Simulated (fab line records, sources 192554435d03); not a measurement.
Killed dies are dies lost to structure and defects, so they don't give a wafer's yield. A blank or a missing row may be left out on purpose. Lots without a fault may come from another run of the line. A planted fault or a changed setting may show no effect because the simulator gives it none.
Chamber matching | flow n5_finfet | N5_BEOL_M7_STRIP_36 on rie_diel-03: 4 sister chambers
The step strips in N2/H2. 8 wafers are shown with their chamber, then 12 later ones without.

WAFERS WITH THEIR CHAMBER
wafer  | chamber | drypump_motor_current_A (A) | showerhead_plenum_p_Torr (Torr)
L087.2 | 3       | 4.9                         | 2.62
L087.6 | 1       | 5.4                         | 2.49
L090.2 | 2       | 6.0                         | 2.59
L090.3 | 0       | 5.9                         | 2.49
L090.5 | 1       | 5.3                         | 2.49
L089.1 | 2       | 6.0                         | 2.59
L089.2 | 3       | 4.8                         | 2.62
L089.3 | 0       | 6.0                         | 2.48

WAFERS WITHOUT THEIR CHAMBER
wafer  | drypump_motor_current_A (A) | showerhead_plenum_p_Torr (Torr)
L089.4 | 6.0                         | 2.48
L089.5 | 4.8                         | 2.62
L089.6 | 6.0                         | 2.59
L092.2 | 4.9                         | 2.62
L092.3 | 5.9                         | 2.48
L092.5 | 5.9                         | 2.48
L094.2 | 4.8                         | 2.62
L094.4 | 6.0                         | 2.59
L094.5 | 5.9                         | 2.48
L095.1 | 5.3                         | 2.49
L095.2 | 5.9                         | 2.48
L095.3 | 4.8                         | 2.62

WHICH CHAMBER EACH WENT THROUGH
wafer  | from the rows above | in truth
L089.4 | 0                   | 0
L089.5 | 3                   | 3
L089.6 | 2                   | 2
L092.2 | 3                   | 3
L092.3 | 0                   | 0
L092.5 | 0                   | 0
L094.2 | 3                   | 3
L094.4 | 2                   | 2
L094.5 | 0                   | 0
L095.1 | 1                   | 1
L095.2 | 0                   | 0
L095.3 | 3                   | 3
Placed correctly: 12 of 12. Can't be placed from these rows: 0. Placed wrongly: 0.
How it was worked out, from the rows above alone: a wafer's distance from a chamber is the root of the sum, over the readings, of the square of ((its reading less the chamber's mean) divided by the reading's scatter). The wafer belongs to the nearest chamber; if the next one is less than 2 further off, it can't be placed. A chamber's mean is the mean of its shown wafers. The scatter: the root of (the sum of the squares of (reading less its chamber's mean) over the shown wafers, divided by (wafers less chambers)).
